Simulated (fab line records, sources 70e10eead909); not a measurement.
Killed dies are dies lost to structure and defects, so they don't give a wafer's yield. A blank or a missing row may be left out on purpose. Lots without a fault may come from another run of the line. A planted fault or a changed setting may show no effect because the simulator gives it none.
fab line records | flow nand_harc
record lots=24 wafers=72 last_day=24
route steps=1159 shown A_CONTACT@862
lots that met no fault: from a run of the same line without faults
start_h: hours from the record's first day to the start of the lot's first wafer shown | wait_h: hours since the lot's step before | " the same as in the row above | L1.1+2: a row that stands for several wafers | - no value, or no start given | * or withheld: withheld | < > ~ a bound
route shown NAME@n: a module of which the file shows steps, and the number in the route of the first | usual: mean/standard deviation of fault-free wafers | same: alike in all rows | chamber/n: place in a boat | sites: the reading at each site | _std_site: their standard deviation | _edge_site: outer sites' mean less inner sites' | radius_mm: how far each site lies from the wafer's centre | mask NAME#n: copy n | behind: the tool/chamber that last shaped the wafer | hold: why the lot was held/for how many hours/how that ended | device: the transistor (n, p or np) that didn't switch | end of line: the same wafers' tests at the end of the route | a step without rows: its recipe alone | killed: dies lost to structure and defects at the first sort, not the wafer's yield | map: a wafer's dies, x killed, . not, _ none there
set.NAME: the setting as run; set.NAME@STEP: as run at that earlier step | model.NAME: the simulator's own value behind a step, which no gauge read
steps of the route over a sample of lots; a table a step, a row a wafer
services: from which hour (start_h, from the record's first day; less than 0 if before it) a tool's chamber was out of use, for how many hours, and why
## steps
# step NHARC_A_CONTACT_ETCH_111
# recipe source_w=withheld pressure_mtorr=20 bias_v=withheld time_s=140 target_depth_a=7000 ar_flow_sccm=withheld c4f8_flow_sccm=withheld o2_flow_sccm=withheld chemistry=C4F8/O2/Ar
# columns lot.wafer tool chamber start_h wait_h rf_hours_counter_h
L074.1 har_cap_etch-01 0 368.78 - 50
L074.3 " 0 " " -
L074.6 " 1 " " -
L078.1 har_cap_etch-01 1 379.98 - 52
L078.4 " 1 " " -
L078.6 " 1 " " -
L075.3 har_cap_etch-03 1 380.49 - -
L075.5 " 1 " " -
L075.6 " 0 " " -
L076.2 har_cap_etch-03 0 385.62 - 87
L076.4 " 1 " " -
L076.5 " 0 " " -
L080.2 har_cap_etch-02 1 386.46 - 10
L080.1 " 0 " " 10
L080.6 " 0 " " -
L079.1 har_cap_etch-02 0 390.38 - 11
L079.4 " 0 " " -
L079.6 " 1 " " -
L077.2 har_cap_etch-01 0 392.11 - 55
L077.4 " 0 " " -
L077.6 " 0 " " -
L081.2 har_cap_etch-02 1 417.36 - 15
L081.3 " 0 " " -
L081.4 " 1 " " -
L082.4 har_cap_etch-01 0 417.68 - -
L082.3 " 1 " " -
L082.6 " 0 " " -
L083.1 har_cap_etch-01 1 427.50 - 60
L083.5 " 1 " " -
L083.6 " 0 " " -
L085.2 har_cap_etch-03 0 428.65 - 94
L085.4 " 1 " " -
L085.6 " 0 " " -
L084.1 har_cap_etch-03 1 433.14 - 95
L084.5 " 0 " " -
L084.6 " 1 " " -
L087.4 har_cap_etch-01 0 441.82 - -
L087.3 " 1 " " -
L087.5 " 0 " " -
L088.1 har_cap_etch-03 1 458.38 - 99
L088.4 " 1 " " -
L088.6 " 0 " " -
L086.2 har_cap_etch-01 1 462.66 - 66
L086.1 " 0 " " 66
L086.3 " 1 " " -
L089.3 har_cap_etch-02 1 464.64 - -
L089.4 " 0 " " -
L089.6 " 0 " " -
L090.2 har_cap_etch-01 1 469.40 - 67
L090.4 " 0 " " -
L090.5 " 1 " " -
L092.1 har_cap_etch-02 1 474.08 - 25
L092.4 " 1 " " -
L092.5 " 0 " " -
L095.2 har_cap_etch-01 0 477.06 - 69
L095.5 " 0 " " -
L095.6 " 1 " " -
L091.4 har_cap_etch-01 1 479.16 - -
L091.3 " 0 " " -
L091.5 " 1 " " -
L094.1 har_cap_etch-03 1 481.16 - 104
L094.2 " 0 " " 104
L094.3 " 1 " " -
L093.1 har_cap_etch-02 1 488.73 - 29
L093.2 " 0 " " 29
L093.5 " 1 " " -
L096.1 har_cap_etch-02 0 503.42 - 31
L096.3 " 1 " " -
L096.5 " 1 " " -
L097.1 har_cap_etch-03 1 507.75 - 109
L097.5 " 1 " " -
L097.6 " 0 " " -
# step NHARC_A_CONTACT_ETCH_119
# recipe source_w=withheld pressure_mtorr=20 bias_v=3000 time_s=94 target_depth_a=9220 ar_flow_sccm=withheld c4f8_flow_sccm=withheld o2_flow_sccm=withheld chemistry=C4F8/O2/Ar
# columns lot.wafer tool chamber start_h wait_h rf_hours_counter_h
L074.1 har_cap_etch-01 0 369.62 0.1 51
L074.3 " 0 " " -
L074.6 " 1 " " -
L078.1 har_cap_etch-01 1 380.80 0.1 53
L078.4 " 1 " " -
L078.6 " 1 " " -
L075.3 har_cap_etch-03 1 381.29 0.1 -
L075.5 " 1 " " -
L075.6 " 0 " " -
L076.2 har_cap_etch-03 0 386.46 0.1 88
L076.4 " 1 " " -
L076.5 " 0 " " -
L080.2 har_cap_etch-02 1 387.30 0.1 10
L080.1 " 0 " " 10
L080.6 " 0 " " -
L079.1 har_cap_etch-02 0 391.19 0.1 12
L079.4 " 0 " " -
L079.6 " 1 " " -
L077.2 har_cap_etch-01 0 392.93 0.1 56
L077.4 " 0 " " -
L077.6 " 0 " " -
L081.2 har_cap_etch-02 1 418.18 0.1 16
L081.3 " 0 " " -
L081.4 " 1 " " -
L082.4 har_cap_etch-01 0 418.48 0.1 -
L082.3 " 1 " " -
L082.6 " 0 " " -
L083.1 har_cap_etch-01 1 428.33 0.1 61
L083.5 " 1 " " -
L083.6 " 0 " " -
L085.2 har_cap_etch-03 0 429.46 0.1 95
L085.4 " 1 " " -
L085.6 " 0 " " -
L084.1 har_cap_etch-03 1 433.96 0.1 96
L084.5 " 0 " " -
L084.6 " 1 " " -
L087.4 har_cap_etch-01 0 442.62 0.1 -
L087.3 " 1 " " -
L087.5 " 0 " " -
L088.1 har_cap_etch-03 1 459.20 0.1 99
L088.4 " 1 " " -
L088.6 " 0 " " -
L086.2 har_cap_etch-01 1 463.49 0.1 67
L086.1 " 0 " " 67
L086.3 " 1 " " -
L089.3 har_cap_etch-02 1 465.44 0.1 -
L089.4 " 0 " " -
L089.6 " 0 " " -
L090.2 har_cap_etch-01 1 470.22 0.1 68
L090.4 " 0 " " -
L090.5 " 1 " " -
L092.1 har_cap_etch-02 1 474.92 0.1 25
L092.4 " 1 " " -
L092.5 " 0 " " -
L095.2 har_cap_etch-01 0 477.89 0.1 70
L095.5 " 0 " " -
L095.6 " 1 " " -
L091.4 har_cap_etch-01 1 479.96 0.1 -
L091.3 " 0 " " -
L091.5 " 1 " " -
L094.1 har_cap_etch-03 1 481.99 0.1 105
L094.2 " 0 " " 105
L094.3 " 1 " " -
L093.1 har_cap_etch-02 1 489.57 0.1 29
L093.2 " 0 " " 29
L093.5 " 1 " " -
L096.1 har_cap_etch-02 0 504.24 0.1 32
L096.3 " 1 " " -
L096.5 " 1 " " -
L097.1 har_cap_etch-03 1 508.59 0.1 109
L097.5 " 1 " " -
L097.6 " 0 " " -
# step NHARC_A_CONTACT_CD_MEAS_53
# usual cd_nm=189.6/0.84
# columns lot.wafer tool chamber start_h wait_h cd_nm
L074.1 cd_sem-02 - 370.81 - 190.3
L074.3 " - " " 190.6
L074.6 " - " " 190.6
L078.1 cd_sem-03 - 382.00 - 189.3
L078.4 " - " " 189.2
L078.6 " - " " 190.0
L075.3 cd_sem-03 - 382.48 - 189.5
L075.5 " - " " 190.2
L075.6 " - " " 188.8
L076.2 cd_sem-02 - 387.64 - 190.6
L076.4 " - " " 190.1
L076.5 " - " " 190.3
L080.1 cd_sem-01 - 388.52 - 188.7
L080.2 " - " " 189.6
L080.6 " - " " 188.5
L079.1 cd_sem-02 - 392.39 - 189.5
L079.4 " - " " 189.2
L079.6 " - " " 188.9
L077.2 cd_sem-01 - 394.15 - 190.1
L077.4 " - " " 190.3
L077.6 " - " " 190.0
L081.2 cd_sem-01 - 419.35 - 190.3
L081.3 " - " " 189.8
L081.4 " - " " 191.3
L082.3 cd_sem-02 - 419.64 - 189.6
L082.4 " - " " 190.2
L082.6 " - " " 189.9
L083.1 cd_sem-01 - 429.52 - 188.9
L083.5 " - " " 189.1
L083.6 " - " " 189.2
L085.2 cd_sem-01 - 430.63 - 189.6
L085.4 " - " " 189.4
L085.6 " - " " 188.9
L084.1 cd_sem-03 - 435.13 - 189.6
L084.5 " - " " 189.2
L084.6 " - " " 189.6
L087.3 cd_sem-01 - 443.82 - 190.0
L087.4 " - " " 190.8
L087.5 " - " " 190.1
L088.1 cd_sem-03 - 460.36 - 190.5
L088.4 " - " " 190.4
L088.6 " - " " 190.2
L086.1 cd_sem-01 - 464.67 - 189.3
L086.2 " - " " 190.5
L086.3 " - " " 190.0
L089.3 cd_sem-01 - 466.60 - 190.0
L089.4 " - " " 190.3
L089.6 " - " " 190.2
L090.2 cd_sem-01 - 471.40 - 188.8
L090.4 " - " " 189.6
L090.5 " - " " 189.3
L092.1 cd_sem-02 - 476.09 - 189.7
L092.4 " - " " 189.9
L092.5 " - " " 189.7
L095.2 cd_sem-03 - 479.07 - 190.7
L095.5 " - " " 191.2
L095.6 " - " " 190.9
L091.3 cd_sem-02 - 481.11 - 188.6
L091.4 " - " " 188.3
L091.5 " - " " 188.8
L094.1 cd_sem-01 - 483.18 - 189.9
L094.2 " - " " 189.6
L094.3 " - " " 189.7
L093.1 cd_sem-03 - 490.76 - 189.9
L093.2 " - " " 190.3
L093.5 " - " " 189.9
L096.1 cd_sem-01 - 505.43 - 188.3
L096.3 " - " " 187.7
L096.5 " - " " 187.3
L097.1 cd_sem-03 - 509.79 - 188.7
L097.5 " - " " 189.9
L097.6 " - " " 189.2
# step NHARC_A_CONTACT_ETCH_76
# recipe target_depth_a=2600 over_etch_frac=0.3 time_s=475.3 ion_energy_ev=200 n2_flow_sccm=150 h2_flow_sccm=150 ar_flow_sccm=0 rf_w=400 bias_w=150 chemistry=N2/H2
# usual drypump_motor_current_A=5.9/0.52 oes_product_au=1.000/0.0086 rf_vpp_V=431.2/2.3 showerhead_plenum_p_Torr=2.07/0.08 throttle_valve_pct=14.172/0.0091
# columns lot.wafer tool chamber start_h wait_h drypump_motor_current_A oes_product_au rf_hours_counter_h rf_vpp_V showerhead_plenum_p_Torr throttle_valve_pct
L074.3 rie_diel-07 1 - - 6.1 0.999 28 432.2 2.10 14.182
L074.1 " 0 " " 6.0 0.984 28 429.7 2.02 14.172
L074.6 " 1 " " 6.1 0.999 - 432.1 2.10 14.178
L078.1 rie_diel-05 1 - - 5.7 0.993 11 431.3 2.08 14.160
L078.4 " 0 " " 5.6 1.012 - 428.2 1.94 14.183
L078.6 " 1 " " 5.7 0.991 - 432.2 2.08 14.162
L075.3 rie_diel-05 0 - - 5.6 1.004 13 426.6 1.94 14.171
L075.5 " 0 " " 5.6 1.004 - 426.3 1.94 14.176
L075.6 " 1 " " 5.7 0.987 - 431.4 2.08 14.173
L076.4 rie_diel-11 2 - - 6.0 1.009 5 426.7 1.93 14.183
L076.2 " 0 " " 6.1 1.012 5 428.0 1.93 14.181
L076.5 " 3 " " 5.4 1.000 - 433.7 2.12 14.157
L080.1 rie_diel-07 1 - - 6.1 0.996 32 432.8 2.10 14.178
L080.2 " 2 " " 6.8 1.020 31 433.4 2.13 14.172
L080.6 " 0 " " 6.0 1.003 - 429.6 2.02 14.172
L079.1 rie_diel-05 0 - - 5.6 1.005 18 426.9 1.94 14.177
L079.4 " 2 " " 5.5 0.994 17 430.6 2.06 14.176
L079.6 " 3 " " 5.5 1.009 - 431.1 2.11 14.172
L077.4 rie_diel-11 2 - - 6.0 1.002 9 427.4 1.92 14.185
L077.2 " 0 " " 6.1 1.001 8 428.2 1.93 14.173
L077.6 " 2 " " 6.0 1.005 - 427.4 1.92 14.174
L081.2 rie_diel-07 1 - - 6.1 0.998 1 432.6 2.10 14.184
L081.4 " 2 " " 6.8 1.012 1 432.4 2.13 14.170
L081.3 " 3 " " 5.0 1.005 1 433.7 2.17 14.159
L082.4 rie_diel-11 2 - - 6.0 0.995 18 428.5 1.92 14.163
L082.3 " 1 " " 5.6 0.992 18 426.0 1.89 14.183
L082.6 " 2 " " 5.9 0.988 - 427.0 1.92 14.168
L083.1 rie_diel-07 1 - - 6.1 0.997 4 432.6 2.10 14.186
L083.5 " 1 " " 6.1 0.998 - 431.7 2.10 14.173
L083.6 " 2 " " 6.8 0.999 - 433.6 2.13 14.175
L085.4 rie_diel-05 1 - - 5.7 1.001 33 432.0 2.07 14.174
L085.2 " 3 " " 5.5 1.011 29 432.8 2.10 14.174
L085.6 " 2 " " 5.5 0.993 - 431.4 2.05 14.171
L084.1 rie_diel-07 1 - - 6.1 0.990 5 433.9 2.10 14.182
L084.5 " 2 " " 6.8 0.999 - 433.9 2.13 14.159
L084.6 " 3 " " 5.0 1.007 - 434.7 2.17 14.177
L087.3 rie_diel-07 1 - - 6.1 0.995 7 431.5 2.10 14.170
L087.4 " 1 " " 6.1 0.997 - 432.1 2.10 14.179
L087.5 " 0 " " 6.0 1.008 - 430.3 2.01 14.174
L088.1 rie_diel-07 3 - - 5.0 1.000 6 433.8 2.17 14.167
L088.4 " 0 " " 6.1 1.011 9 430.9 2.01 14.166
L088.6 " 0 " " 6.0 1.007 - 428.8 2.01 14.176
L086.1 rie_diel-07 1 - - 6.1 0.995 10 431.0 2.10 14.177
L086.3 " 2 " " 6.8 0.992 12 432.4 2.12 14.185
L086.2 " 3 " " 5.0 0.992 7 434.6 2.17 14.181
L089.3 rie_diel-07 2 - - 6.8 1.005 12 432.6 2.12 14.185
L089.4 " 0 " " 6.0 1.005 10 431.3 2.01 14.191
L089.6 " 1 " " 6.1 0.991 - 431.0 2.10 14.171
L090.4 rie_diel-05 3 - - 5.5 1.016 43 431.9 2.10 14.183
L090.2 " 0 " " 5.6 0.991 47 427.8 1.93 14.181
L090.5 " 2 " " 5.5 0.996 - 430.5 2.05 14.170
L092.1 rie_diel-07 2 - - 6.8 1.011 15 433.2 2.12 14.172
L092.4 " 0 " " 6.0 1.015 13 429.8 2.01 14.170
L092.5 " 2 " " 6.8 1.006 - 431.9 2.12 14.180
L095.2 rie_diel-07 0 - - 6.0 1.008 14 429.7 2.01 14.161
L095.6 " 3 " " 5.1 1.005 - 434.4 2.17 14.161
L095.5 " 0 " " 6.0 1.001 - 429.5 2.01 14.168
L091.4 rie_diel-07 1 - - 6.1 0.988 15 433.3 2.09 14.149
L091.3 " 2 " " 6.8 0.998 16 432.8 2.12 14.167
L091.5 " 2 " " 6.8 0.997 - 433.6 2.12 14.172
L094.2 rie_diel-11 3 - - 5.4 1.009 41 435.3 2.11 14.167
L094.1 " 0 " " 6.1 1.024 39 426.5 1.92 14.166
L094.3 " 1 " " 5.7 1.005 38 427.2 1.89 14.169
L093.2 rie_diel-07 0 - - 6.0 1.004 15 430.4 2.01 14.164
L093.1 " 1 " " 6.1 0.992 16 432.1 2.10 14.175
L093.5 " 0 " " 6.1 0.997 - 429.3 2.01 14.158
L096.1 rie_diel-07 3 - - 5.0 0.999 16 433.8 2.17 14.168
L096.3 " 0 " " 6.0 1.005 19 429.5 2.01 14.176
L096.5 " 1 " " 6.1 0.992 - 431.3 2.09 14.167
L097.1 rie_diel-07 3 - - 5.0 1.018 17 433.4 2.17 14.179
L097.5 " 0 " " 6.1 0.988 - 430.7 2.01 14.159
L097.6 " 1 " " 6.1 0.983 - 431.6 2.09 14.175
# step NHARC_A_CONTACT_ETCH_125
# recipe source_w=withheld pressure_mtorr=20 bias_v=1200 time_s=155 target_depth_a=9560 ar_flow_sccm=withheld c4f8_flow_sccm=withheld o2_flow_sccm=withheld chemistry=C4F8/O2/Ar
# columns lot.wafer tool chamber start_h wait_h rf_hours_counter_h
L074.1 har_cap_etch-02 0 376.53 0.2 8
L074.3 " 0 " " -
L074.6 " 0 " " -
L078.1 har_cap_etch-01 0 387.83 0.2 54
L078.4 " 1 " " -
L078.6 " 0 " " -
L075.3 har_cap_etch-03 1 388.34 0.1 -
L075.6 " 1 " " -
L075.5 " 0 " " -
L076.2 har_cap_etch-03 0 393.13 0.2 90
L076.4 " 0 " " -
L076.5 " 1 " " -
L080.1 har_cap_etch-02 0 393.58 0.2 12
L080.2 " 1 " " 12
L080.6 " 0 " " -
L079.1 har_cap_etch-02 1 397.78 0.2 14
L079.4 " 1 " " -
L079.6 " 1 " " -
L077.2 har_cap_etch-01 0 399.10 0.2 57
L077.4 " 0 " " -
L077.6 " 1 " " -
L081.2 har_cap_etch-03 0 424.74 0.2 93
L081.4 " 0 " " -
L081.3 " 1 " " -
L082.4 har_cap_etch-02 0 425.14 0.1 -
L082.3 " 1 " " -
L082.6 " 0 " " -
L083.1 har_cap_etch-02 1 434.54 0.2 19
L083.5 " 0 " " -
L083.6 " 1 " " -
L085.2 har_cap_etch-01 1 438.10 0.2 62
L085.4 " 0 " " -
L085.6 " 0 " " -
L084.1 har_cap_etch-03 0 440.36 0.2 97
L084.6 " 0 " " -
L084.5 " 1 " " -
L087.3 har_cap_etch-01 0 449.09 0.1 -
L087.4 " 1 " " -
L087.5 " 0 " " -
L088.1 har_cap_etch-03 1 465.34 0.2 100
L088.4 " 1 " " -
L088.6 " 0 " " -
L086.1 har_cap_etch-02 0 469.69 0.2 23
L086.2 " 1 " " 23
L086.3 " 0 " " -
L089.4 har_cap_etch-03 0 471.57 0.1 -
L089.3 " 1 " " -
L089.6 " 0 " " -
L090.2 har_cap_etch-02 1 477.60 0.2 26
L090.4 " 0 " " -
L090.5 " 0 " " -
L092.1 har_cap_etch-02 1 483.38 0.2 27
L092.4 " 1 " " -
L092.5 " 0 " " -
L095.2 har_cap_etch-01 0 484.88 0.2 72
L095.5 " 0 " " -
L095.6 " 1 " " -
L091.3 har_cap_etch-03 0 490.58 0.1 -
L091.4 " 1 " " -
L091.5 " 0 " " -
L094.2 har_cap_etch-01 1 493.24 0.2 73
L094.1 " 0 " " 73
L094.3 " 0 " " -
L093.1 har_cap_etch-01 0 497.91 0.2 75
L093.2 " 1 " " 75
L093.5 " 1 " " -
L096.1 har_cap_etch-02 1 510.51 0.2 33
L096.3 " 1 " " -
L096.5 " 0 " " -
L097.1 har_cap_etch-03 1 517.24 0.2 110
L097.5 " 0 " " -
L097.6 " 1 " " -
# step NHARC_A_CONTACT_ETCH_132
# recipe source_w=withheld pressure_mtorr=20 bias_v=1200 time_s=156 target_depth_a=9580 ar_flow_sccm=withheld c4f8_flow_sccm=withheld o2_flow_sccm=withheld chemistry=C4F8/O2/Ar
# columns lot.wafer tool chamber start_h wait_h rf_hours_counter_h
L074.1 har_cap_etch-02 0 377.52 0.1 9
L074.3 " 0 " " -
L074.6 " 0 " " -
L078.1 har_cap_etch-01 0 388.82 0.1 55
L078.4 " 1 " " -
L078.6 " 0 " " -
L075.3 har_cap_etch-03 1 389.33 0.1 -
L075.6 " 1 " " -
L075.5 " 0 " " -
L076.2 har_cap_etch-03 0 394.12 0.1 90
L076.4 " 0 " " -
L076.5 " 1 " " -
L080.1 har_cap_etch-02 0 394.57 0.1 13
L080.2 " 1 " " 13
L080.6 " 0 " " -
L079.1 har_cap_etch-02 1 398.77 0.1 14
L079.4 " 1 " " -
L079.6 " 1 " " -
L077.2 har_cap_etch-01 0 400.09 0.1 58
L077.4 " 0 " " -
L077.6 " 1 " " -
L081.2 har_cap_etch-03 0 425.73 0.1 94
L081.4 " 0 " " -
L081.3 " 1 " " -
L082.4 har_cap_etch-02 0 426.13 0.1 -
L082.3 " 1 " " -
L082.6 " 0 " " -
L083.1 har_cap_etch-02 1 435.53 0.1 20
L083.5 " 0 " " -
L083.6 " 1 " " -
L085.2 har_cap_etch-01 1 439.09 0.1 63
L085.4 " 0 " " -
L085.6 " 0 " " -
L084.1 har_cap_etch-03 0 441.36 0.1 98
L084.6 " 0 " " -
L084.5 " 1 " " -
L087.3 har_cap_etch-01 0 450.08 0.1 -
L087.4 " 1 " " -
L087.5 " 0 " " -
L088.1 har_cap_etch-03 1 466.33 0.1 101
L088.4 " 1 " " -
L088.6 " 0 " " -
L086.1 har_cap_etch-02 0 470.68 0.1 24
L086.2 " 1 " " 24
L086.3 " 0 " " -
L089.4 har_cap_etch-03 0 472.55 0.1 -
L089.3 " 1 " " -
L089.6 " 0 " " -
L090.2 har_cap_etch-02 1 478.59 0.1 27
L090.4 " 0 " " -
L090.5 " 0 " " -
L092.1 har_cap_etch-02 1 484.38 0.1 28
L092.4 " 1 " " -
L092.5 " 0 " " -
L095.2 har_cap_etch-01 0 485.87 0.1 73
L095.5 " 0 " " -
L095.6 " 1 " " -
L091.3 har_cap_etch-03 0 491.57 0.1 -
L091.4 " 1 " " -
L091.5 " 0 " " -
L094.2 har_cap_etch-01 1 494.23 0.1 74
L094.1 " 0 " " 74
L094.3 " 0 " " -
L093.1 har_cap_etch-01 0 498.90 0.1 76
L093.2 " 1 " " 76
L093.5 " 1 " " -
L096.1 har_cap_etch-02 1 511.51 0.1 33
L096.3 " 1 " " -
L096.5 " 0 " " -
L097.1 har_cap_etch-03 1 518.23 0.1 111
L097.5 " 0 " " -
L097.6 " 1 " " -
## services
# columns tool chamber start_h hours kind
rie_diel-05 - 352.65 0.9 repair
rie_diel-07 0 360.33 - clean
rie_diel-07 1 360.33 - clean
rie_diel-07 2 360.33 - clean
rie_diel-07 3 360.33 - clean
rie_diel-11 - 367.18 9.0 pm
har_cap_etch-02 - 368.54 2.2 repair
rie_diel-05 3 381.74 12.5 repair
rie_diel-07 0 384.89 - clean
rie_diel-07 1 384.89 - clean
rie_diel-07 2 384.89 - clean
rie_diel-07 3 384.89 - clean
rie_diel-07 - 405.62 9.0 pm
rie_diel-07 0 405.62 9.0 vent_cycle
rie_diel-07 1 405.62 9.0 vent_cycle
rie_diel-07 2 405.62 9.0 vent_cycle
rie_diel-07 3 405.62 9.0 vent_cycle
rie_diel-07 0 414.62 - clean
rie_diel-05 1 423.83 4.1 repair
rie_diel-11 1 427.98 3.9 repair
rie_diel-07 3 440.93 18.8 repair
rie_diel-11 0 458.10 3.9 repair
rie_diel-11 - 479.81 0.3 repair
rie_diel-05 - 517.77 9.0 pm
## key
fault none
